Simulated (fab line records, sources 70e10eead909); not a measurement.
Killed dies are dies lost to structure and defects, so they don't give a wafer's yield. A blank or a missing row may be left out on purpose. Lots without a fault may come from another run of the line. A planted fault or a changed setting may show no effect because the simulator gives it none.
fab line records | flow nand_harc
record lots=6 wafers=16 last_day=32
route steps=1302 shown A_CONTACT@1100 A_BLC@1107
lots that met no fault: from a run of the same line without faults
start_h: hours from the record's first day to the start of the lot's first wafer shown | wait_h: hours since the lot's step before | " the same as in the row above | L1.1+2: a row that stands for several wafers | - no value, or no start given | * or withheld: withheld | < > ~ a bound
route shown NAME@n: a module of which the file shows steps, and the number in the route of the first | usual: mean/standard deviation of fault-free wafers | same: alike in all rows | chamber/n: place in a boat | sites: the reading at each site | _std_site: their standard deviation | _edge_site: outer sites' mean less inner sites' | radius_mm: how far each site lies from the wafer's centre | mask NAME#n: copy n | behind: the tool/chamber that last shaped the wafer | hold: why the lot was held/for how many hours/how that ended | device: the transistor (n, p or np) that didn't switch | end of line: the same wafers' tests at the end of the route | a step without rows: its recipe alone | killed: dies lost to structure and defects at the first sort, not the wafer's yield | map: a wafer's dies, x killed, . not, _ none there
set.NAME: the setting as run; set.NAME@STEP: as run at that earlier step | model.NAME: the simulator's own value behind a step, which no gauge read
lots at some steps of the route; a table a step, a row a wafer
services: from which hour (start_h, from the record's first day; less than 0 if before it) a tool's chamber was out of use, for how many hours, and why
## steps
# step NHARC_A_CONTACT_STRIP_27
# recipe time_s=600 temp_c=30 chemistry=post_etch_residue_remover
# step NHARC_A_CONTACT_ALD_18
# recipe target_thk_a=30 pulse_time_s=1 ald_cycles=150 temp_c=450 material=TiN
# usual heater_power_w=1114/110 precursor_pulse_height_rel=0.999/0.019
# same pulse_time_s=1
# columns lot.wafer tool chamber start_h wait_h heater_power_w precursor_pulse_height_rel since_wet_clean_h
L976.1 ald_metal-04 0 527.69 - 1143 1.014 44
L976.3 " 2 " " 999 1.039 44
L976.6 " 0 " " 1134 0.981 -
L982.1 ald_metal-01 1 594.12 - 1012 0.992 58
L982.2 " 3 " " 1148 1.021 58
L983.3 ald_metal-04 2 595.54 - 1007 0.970 112
L983.2 " 3 " " 882 0.987 112
L994.3 ald_metal-02 0 711.57 - 1064 0.994 92
L994.1 " 2 " " 1262 1.008 92
L994.6 " 0 " " 1018 1.002 -
L995.1 ald_metal-02 0 713.43 - 1065 1.010 93
L995.4 " 2 " " 1202 0.978 94
L995.6 " 1 " " 1074 1.011 -
L996.1 ald_metal-02 2 724.93 - 1261 0.992 105
L996.2 " 1 " " 1084 1.001 105
L996.5 " 2 " " 1263 0.998 -
# step NHARC_A_CONTACT_CVD_19
# recipe target_thk_a=3000 temp_c=300 pressure_torr=40 wf6_flow_sccm=40 h2_flow_sccm=1600 ar_flow_sccm=1560 time_s=802 material=W
# usual heater_power_w=456/25 mfc_ar_sccm=1559/4.2 throttle_valve_pct=7.83/0.19
# columns lot.wafer tool chamber start_h wait_h heater_power_w mfc_ar_sccm since_wet_clean_h throttle_valve_pct
L976.1 cvd_w-01 0 - - 449 1557 149 8.12
L976.3 " 0 " " 462 1555 - 8.25
L976.6 " 1 " " 396 1554 - 7.51
L982.2 cvd_w-02 1 - - 493 1560 120 7.99
L982.1 " 0 " " 465 1561 120 7.69
L983.2 cvd_w-01 0 - - 457 1559 33 7.91
L983.3 " 0 " " 462 1560 - 7.91
L994.1 cvd_w-01 0 - - 453 1569 149 8.00
L994.3 " 0 " " 454 1567 - 7.89
L994.6 " 0 " " 453 1564 - 8.07
L995.1 cvd_w-01 0 - - 455 1565 151 7.92
L995.4 " 0 " " 453 1561 - 8.22
L995.6 " 1 " " 437 1561 - 8.01
L996.1 cvd_w-01 1 - - 428 1558 163 8.03
L996.2 " 0 " " 457 1553 163 8.25
L996.5 " 0 " " 471 1557 - 8.06
# step NHARC_A_CONTACT_CMP_20
# recipe t_overpolish_s=30 target_thk_nm=300
# usual motor_current_A=12.5/1 overpolish_run_s=29.999/0.0082 pad_life_wafers=166/100 time_to_endpoint_s=60/3.7
# columns lot.wafer tool chamber start_h wait_h motor_current_A overpolish_run_s pad_life_wafers time_to_endpoint_s
L976.1 cmp-01 0 528.82 0.8 12.8 29.993 170 63
L976.3 " 1 " " 12.1 29.981 171 63
L976.6 " 2 " " 12.2 30.008 - 66
L982.1 cmp-03 3 595.26 0.6 13.5 29.988 132 53
L982.2 " 0 " " 14.2 29.997 133 58
L983.2 cmp-01 3 596.68 0.7 13.7 29.997 26 65
L983.3 " 0 " " 12.7 30.010 27 58
L994.3 cmp-02 2 712.68 0.6 11.2 30.011 350 63
L994.1 " 3 " " 10.6 30.010 351 61
L994.6 " 0 " " 13.6 29.994 - 60
L995.4 cmp-02 3 714.51 0.5 10.3 30.001 360 66
L995.1 " 1 " " 12.3 30.014 362 62
L995.6 " 3 " " 11.2 30.002 - 60
L996.2 cmp-01 0 726.11 0.7 12.9 29.988 139 59
L996.1 " 2 " " 12.8 29.986 141 60
L996.5 " 0 " " 13.3 29.985 - 53
# step NHARC_A_CONTACT_SRD_22
# step NHARC_A_CONTACT_INSPECT_23
# usual raw_defect_count=558/150
# columns lot.wafer tool chamber start_h wait_h raw_defect_count
L976.1 defect_inspect-01 - 529.17 0.1 667
L976.3 " - " " 639
L976.6 " - " " 570
L982.1 defect_inspect-02 - 595.66 0.1 514
L982.2 " - " " 386
L983.2 defect_inspect-01 - 597.03 0.1 439
L983.3 " - " " 619
L994.1 defect_inspect-02 - 713.03 0.1 592
L994.3 " - " " 489
L994.6 " - " " 659
L995.1 defect_inspect-01 - 714.91 0.1 526
L995.4 " - " " 469
L995.6 " - " " 426
L996.1 defect_inspect-02 - 726.50 0.1 385
L996.2 " - " " 432
L996.5 " - " " 372
# step NHARC_A_BLC_DEHYDRATE_00
# recipe temp_c=150 time_s=120
# step NHARC_A_BLC_HMDS_01
# recipe time_s=30
# step NHARC_A_BLC_COAT_02
# recipe temp_c=260 time_s=75
# step NHARC_A_BLC_COAT_03
# recipe temp_c=225 time_s=65
# step NHARC_A_BLC_COAT_04
# recipe spin_rpm=1500 resist_thk_nm=90
# step NHARC_A_BLC_SOFTBAKE_05
# recipe temp_c=105 time_s=55
# usual exhaust_pa=45.1/0.95 heater_power_total_W=188.45/0.14 resist_line_temp_C=22.98/0.11
# columns lot.wafer tool chamber start_h wait_h exhaust_pa heater_power_total_W resist_line_temp_C
L976.1 litho_track-01 0 529 - 43.4 188.45 22.91
L976.3 " 0 " " 44.4 188.30 22.89
L976.6 " 0 " " 43.8 188.70 23.09
L982.1 litho_track-04 0 595 - 45.2 222.43 22.94
L982.2 " 0 " " 45.4 222.50 23.01
L983.2 litho_track-04 0 597 - 44.9 222.88 22.89
L983.3 " 0 " " 43.7 188.36 22.96
L994.1 litho_track-06 0 713 - 44.3 188.28 22.91
L994.3 " 0 " " 45.6 188.35 23.01
L994.6 " 0 " " 44.8 188.53 23.09
L995.1 litho_track-04 0 714 - 45.2 188.64 22.83
L995.4 " 0 " " 45.8 188.40 22.97
L995.6 " 0 " " 45.4 188.41 23.08
L996.1 litho_track-06 0 726 - 45.3 188.49 22.96
L996.2 " 0 " " 45.1 188.54 23.00
L996.5 " 0 " " 44.2 188.49 23.05
# step NHARC_A_BLC_EBR_06
## services
# columns tool chamber start_h hours kind
ald_metal-02 - 514.50 0.9 repair
ald_metal-02 1 520.19 4.3 repair
cmp-02 - 526.67 4.0 pm
ald_metal-02 1 528.40 30.1 repair
litho_track-06 - 529.00 7.0 pm
cvd_w-01 - 534.52 15.2 repair
ald_metal-02 3 539.19 27.2 repair
cvd_w-01 - 549.73 13.0 pm
litho_track-04 - 553.00 7.0 pm
cmp-01 - 580.01 4.0 pm
cvd_w-01 1 603.67 13.1 repair
cmp-01 - 607.00 1.1 repair
ald_metal-02 - 610.00 10.0 pm
cmp-02 - 624.67 4.0 pm
cmp-02 - 642.54 0.6 repair
ald_metal-02 1 651.68 7.4 repair
cmp-01 - 670.33 4.1 repair
cmp-01 - 678.01 4.0 pm
cmp-01 - 690.59 6.4 repair
cmp-02 - 700.06 2.0 repair
cmp-01 - 702.01 1.3 repair
cvd_w-01 - 702.92 1.2 repair
litho_track-06 - 704.00 7.0 pm
cmp-02 - 722.67 4.0 pm
## key
first_sign step=NHARC_A_BLC_SOFTBAKE_05 reading=heater_power_total_W direction=up sigmas=99+ usual=* struck=*
effect none on later readings
met_at NHARC_A_BLC_SOFTBAKE_05
struck_wafers L982.1,L982.2,L983.2
tester_left_out L982,L983
fault kind=process_parameter_drift tool=litho_track-04 chamber=- onset_h=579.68 steps=NHARC_A_BLC_SOFTBAKE_05 channel=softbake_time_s offset=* shape=step end_h=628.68 scope=struck_wafers_only acts_in=* stated=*
# tester_left_out: of these lots the tester's yield and bins aren't shown, on N5 and GAA mostly nor the transistor test; their killed dies are dies lost to structure and defects alone, not to doping, threshold or leakage, so they don't give the yield
